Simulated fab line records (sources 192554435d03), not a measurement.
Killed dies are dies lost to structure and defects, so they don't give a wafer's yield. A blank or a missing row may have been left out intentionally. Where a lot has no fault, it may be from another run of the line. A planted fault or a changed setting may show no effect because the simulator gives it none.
fab line records | flow n5-finfet
record lots=7 | wafers=39
route steps=1938 shown WELL_APT@47 DUMMY_GATE@246 SD_EPI_N@279
start-h: the number of hours between the record's first day and the start of the first shown wafer of the lot | wait-h: hours from the lot's prior step to this one | " as in the row above | L1.1+2: a row that stands for several wafers | - no value present, or no start provided | * or withheld: withheld | < > ~ a bound
route shown NAME@n: NAME is a module with steps in the file, n the number in the route of the first one | usual: the fault-free wafers' mean and standard deviation | same: alike in all rows | chamber/n: place in a boat | sites: the reading at each site | _std_site: how widely they spread, as a standard deviation | _edge_site: outer sites' mean less inner sites' | radius-mm: how far each site lies from the wafer's centre | mask NAME#n: copy n | behind: the most recent tool/chamber to have shaped the wafer | hold: cause of the lot's hold/its duration in hours/its outcome | device: the n, p or np transistor that did not switch | end of line: tests run on the same wafers once the route is complete | a step with no rows: only its recipe | killed: the dies lost at the first sort to structure and to defects; this is not the yield of the wafer | map: shows each die of a wafer: x if killed, . if not, _ if none is there
set.NAME: setting as actually run; set.NAME@STEP: the setting as run at that earlier step | model.NAME: the simulator's own value behind a step, which no gauge read
lots whose settings were changed on purpose; a table a step, a row a wafer
## steps
# step N5_WELL_APT_IMPLANT_31
# recipe species=B | energy-kev=60 | dose-cm2=1.5e+13 | tilt-deg=0 | rotation-deg=0
lot.wafer        | tool         | chamber | start-h | wait-h | set.energy-kev | model.implant.rp-nm | model.implant.drp-nm
L078.1+2+3       | implanter-02 | 0       | 39.56   | 0.1    | 60             | 191.6               | 64.53
L078.4+5+6       | "            | 0       | "       | "      | 66.65          | 223.3               | 68.13
L080.1+2+4       | implanter-01 | 0       | 51.14   | 0.1    | 60             | 192.5               | 64.53
L082.1+3+4       | implanter-01 | 0       | 63.26   | 0.1    | 60             | 195                 | 64.53
L082.2+5+6       | "            | 0       | "       | "      | 56.33          | 184                 | 62.39
L086.1+2+5       | implanter-01 | 0       | 87.84   | 0.1    | 60             | 189.3               | 64.53
L086.3+4+6       | "            | 0       | "       | "      | 62.19          | 197.6               | 65.75
L092.1+2+3+4+5+6 | implanter-02 | 0       | 123.53  | 0.1    | 60             | 195.3               | 64.53
L093.1+2+3+4+5+6 | implanter-02 | 0       | 129.01  | 0.1    | 60             | 189.3               | 64.53
L097.1+2+3       | implanter-02 | 0       | 153.97  | 0.1    | 60             | 190.9               | 64.53
L097.4+5+6       | "            | 0       | "       | "      | 65.71          | 217.5               | 67.64
# step N5_DUMMY_GATE_ETCH_32
# recipe chemistry=CF4 | target=SiO2 | target-depth-a=35 | time-s=3.9 | ion-energy-ev=350 | pressure-mtorr=10 | icp-w=800 | bias-w=400 | cf4-flow-sccm=80
lot.wafer | tool      | chamber | start-h | wait-h | set.time-s | model.etch.depth-nm
L078.1    | rie-si-03 | 2       | 71.99   | 0.1    | 3.552      | 3.114
L078.2    | "         | 3       | "       | "      | 3.552      | 3.24
L078.3    | "         | 1       | "       | "      | 3.9        | 3.45
L078.4    | "         | 0       | "       | "      | 3.9        | 3.461
L078.5    | "         | 2       | "       | "      | 3.552      | 3.136
L078.6    | "         | 1       | "       | "      | 3.9        | 3.464
L080.1    | rie-si-03 | 1       | 83.03   | 0.1    | 3.9        | 3.464
L080.2    | "         | 0       | "       | "      | 3.9        | 3.47
L080.4    | "         | 2       | "       | "      | 3.9        | 3.413
L082.1    | rie-si-01 | 1       | 95.02   | 0.1    | 3.9        | 3.591
L082.2    | "         | 2       | "       | "      | 3.9        | 3.533
L082.3    | "         | 3       | "       | "      | 3.9        | 3.537
L082.4    | "         | 0       | "       | "      | 3.9        | 3.362
L082.5    | "         | 2       | "       | "      | 3.9        | 3.608
L082.6    | "         | 3       | "       | "      | 3.9        | 3.565
L086.1    | rie-si-05 | 0       | 123.09  | 0.1    | 4.646      | 4.147
L086.2    | "         | 1       | "       | "      | 3.9        | 3.598
L086.3    | "         | 2       | "       | "      | 3.9        | 3.613
L086.4    | "         | 3       | "       | "      | 4.646      | 4.329
L086.5    | "         | 1       | "       | "      | 4.646      | 4.248
L086.6    | "         | 0       | "       | "      | 3.9        | 3.475
L092.1    | rie-si-01 | 0       | 154.65  | 0.1    | 3.9        | 3.47
L092.2    | "         | 2       | "       | "      | 3.9        | 3.647
L092.3    | "         | 3       | "       | "      | 3.9        | 3.629
L092.4    | "         | 1       | "       | "      | 3.9        | 3.6
L092.5    | "         | 0       | "       | "      | 3.9        | 3.435
L092.6    | "         | 1       | "       | "      | 3.9        | 3.652
L093.1    | rie-si-03 | 2       | 159.10  | 0.1    | 3.9        | 3.373
L093.2    | "         | 0       | "       | "      | 3.9        | 3.401
L093.3    | "         | 3       | "       | "      | 4.231      | 3.837
L093.4    | "         | 1       | "       | "      | 3.9        | 3.466
L093.5    | "         | 1       | "       | "      | 4.231      | 3.694
L093.6    | "         | 2       | "       | "      | 4.231      | 3.682
L097.1    | rie-si-03 | 0       | 185.79  | 0.1    | 4.721      | 4.054
L097.2    | "         | 2       | "       | "      | 3.9        | 3.386
L097.3    | "         | 3       | "       | "      | 3.9        | 3.516
L097.4    | "         | 1       | "       | "      | 4.721      | 4.123
L097.5    | "         | 1       | "       | "      | 4.721      | 4.131
L097.6    | "         | 2       | "       | "      | 3.9        | 3.376
# step N5_DUMMY_GATE_ETCH_44
# recipe chemistry=HBr/O2 | over-etch-frac=0.7 | target-depth-a=1275 | stop-on=SiO2 | ion-energy-ev=60 | bias-w=20 | target=poly-Si | mask-material=SiO2 | pressure-mtorr=20 | icp-w=400 | HBr_flow_sccm=120 | O2_flow_sccm=10
# usual oes-product-au=0.729/0.01
lot.wafer | tool      | chamber | start-h | wait-h | set.target-depth-a | oes-product-au
L078.1    | rie-si-03 | 2       | 72.08   | 0.0    | 1275               | 0.729
L078.2    | "         | 3       | "       | "      | 1124               | 0.781
L078.3    | "         | 1       | "       | "      | 1124               | 0.782
L078.4    | "         | 0       | "       | "      | 1124               | 0.782
L078.5    | "         | 2       | "       | "      | 1275               | 0.742
L078.6    | "         | 1       | "       | "      | 1275               | 0.731
L080.1    | rie-si-03 | 1       | 83.12   | 0.0    | 1275               | 0.727
L080.2    | "         | 0       | "       | "      | 1275               | 0.731
L080.4    | "         | 2       | "       | "      | 1275               | 0.736
L082.1    | rie-si-01 | 1       | 95.11   | 0.0    | 1275               | 0.733
L082.2    | "         | 2       | "       | "      | 1275               | 0.718
L082.3    | "         | 3       | "       | "      | 1275               | 0.734
L082.4    | "         | 0       | "       | "      | 1275               | 0.714
L082.5    | "         | 2       | "       | "      | 1275               | 0.731
L082.6    | "         | 3       | "       | "      | 1275               | 0.735
L086.1    | rie-si-05 | 0       | 123.18  | 0.0    | 1275               | 0.726
L086.2    | "         | 1       | "       | "      | 1275               | 0.740
L086.3    | "         | 2       | "       | "      | 1203               | 0.746
L086.4    | "         | 3       | "       | "      | 1203               | 0.762
L086.5    | "         | 1       | "       | "      | 1203               | 0.759
L086.6    | "         | 0       | "       | "      | 1275               | 0.722
L092.1    | rie-si-01 | 0       | 154.74  | 0.0    | 1323               | 0.722
L092.2    | "         | 2       | "       | "      | 1275               | 0.722
L092.3    | "         | 3       | "       | "      | 1275               | 0.741
L092.4    | "         | 1       | "       | "      | 1275               | 0.752
L092.5    | "         | 0       | "       | "      | 1323               | 0.708
L092.6    | "         | 1       | "       | "      | 1323               | 0.721
L093.1    | rie-si-03 | 2       | 159.19  | 0.0    | 1393               | 0.711
L093.2    | "         | 0       | "       | "      | 1275               | 0.736
L093.3    | "         | 3       | "       | "      | 1393               | 0.705
L093.4    | "         | 1       | "       | "      | 1393               | 0.701
L093.5    | "         | 1       | "       | "      | 1275               | 0.723
L093.6    | "         | 2       | "       | "      | 1275               | 0.752
L097.1    | rie-si-03 | 0       | 185.88  | 0.0    | 1212               | 0.747
L097.2    | "         | 2       | "       | "      | 1275               | 0.741
L097.3    | "         | 3       | "       | "      | 1275               | 0.736
L097.4    | "         | 1       | "       | "      | 1275               | 0.726
L097.5    | "         | 1       | "       | "      | 1212               | 0.755
L097.6    | "         | 2       | "       | "      | 1212               | 0.757
# step N5_SD_EPI_N_ETCH_16
# recipe chemistry=CHF3/O2 | target=SiO2 | target-depth-a=50 | mask-material=SOC | pressure-mtorr=30 | source-w=650 | bias-w=170 | Ar_flow_sccm=200 | CHF3_flow_sccm=50 | O2_flow_sccm=5 | ion-energy-ev=200
lot.wafer | tool        | chamber | start-h | wait-h | set.target-depth-a | model.etch.depth-nm
L078.1    | rie-diel-03 | 1       | 74.27   | 0.1    | 50                 | 4.857
L078.2    | "           | 3       | "       | "      | 50                 | 5.118
L078.3    | "           | 0       | "       | "      | 50                 | 4.978
L078.4    | "           | 1       | "       | "      | 50                 | 4.872
L078.5    | "           | 0       | "       | "      | 50                 | 4.912
L078.6    | "           | 3       | "       | "      | 50                 | 5.117
L080.1    | rie-diel-06 | 1       | 85.84   | 0.1    | 50                 | 5.005
L080.2    | "           | 0       | "       | "      | 50                 | 5.022
L080.4    | "           | 0       | "       | "      | 50                 | 5
L082.1    | rie-diel-06 | 0       | 98.38   | 0.1    | 44.39              | 4.483
L082.2    | "           | 2       | "       | "      | 44.39              | 4.605
L082.3    | "           | 1       | "       | "      | 50                 | 5.005
L082.4    | "           | 0       | "       | "      | 50                 | 5.033
L082.5    | "           | 1       | "       | "      | 50                 | 5.007
L082.6    | "           | 2       | "       | "      | 44.39              | 4.581
L086.1    | rie-diel-02 | 1       | 125.15  | 0.1    | 54.33              | 5.414
L086.2    | "           | 0       | "       | "      | 50                 | 5.104
L086.3    | "           | 3       | "       | "      | 54.33              | 5.421
L086.4    | "           | 2       | "       | "      | 50                 | 4.948
L086.5    | "           | 1       | "       | "      | 50                 | 4.927
L086.6    | "           | 0       | "       | "      | 54.33              | 5.569
L092.1    | rie-diel-03 | 0       | 157.45  | 0.1    | 50                 | 4.968
L092.2    | "           | 2       | "       | "      | 44.45              | 4.478
L092.3    | "           | 1       | "       | "      | 44.45              | 4.522
L092.4    | "           | 3       | "       | "      | 50                 | 5.103
L092.5    | "           | 3       | "       | "      | 44.45              | 4.54
L092.6    | "           | 0       | "       | "      | 50                 | 4.945
L093.1    | rie-diel-03 | 1       | 161.66  | 0.1    | 50                 | 5.12
L093.2    | "           | 2       | "       | "      | 44.22              | 4.43
L093.3    | "           | 3       | "       | "      | 44.22              | 4.516
L093.4    | "           | 0       | "       | "      | 50                 | 4.976
L093.5    | "           | 2       | "       | "      | 50                 | 4.99
L093.6    | "           | 3       | "       | "      | 44.22              | 4.537
L097.1    | rie-diel-02 | 2       | 188.83  | 0.1    | 47.99              | 4.739
L097.2    | "           | 0       | "       | "      | 47.99              | 4.917
L097.3    | "           | 3       | "       | "      | 50                 | 5.036
L097.4    | "           | 3       | "       | "      | 50                 | 5.028
L097.5    | "           | 0       | "       | "      | 47.99              | 4.956
L097.6    | "           | 2       | "       | "      | 50                 | 4.956
## key
split step=N5_WELL_APT_IMPLANT_31 | setting=energy-kev | stated=60 | by=wafer
response step=N5_WELL_APT_IMPLANT_31 | reading=model.implant.rp-nm | change=+2.65 | per=1% | r=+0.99
response step=N5_WELL_APT_IMPLANT_31 | reading=model.implant.drp-nm | change=+0.33 | per=1% | r=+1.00
split step=N5_DUMMY_GATE_ETCH_32 | setting=time-s | stated=3.9 | by=wafer
response step=N5_DUMMY_GATE_ETCH_32 | reading=model.etch.depth-nm | change=+0.034 | per=1% | r=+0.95
split step=N5_DUMMY_GATE_ETCH_44 | setting=target-depth-a | stated=1275 | by=wafer
response step=N5_DUMMY_GATE_ETCH_44 | reading=oes-product-au | change=-0.00395 | per=1% | r=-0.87
split step=N5_SD_EPI_N_ETCH_16 | setting=target-depth-a | stated=50 | by=wafer
response step=N5_SD_EPI_N_ETCH_16 | reading=model.etch.depth-nm | change=+0.0453 | per=1% | r=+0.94
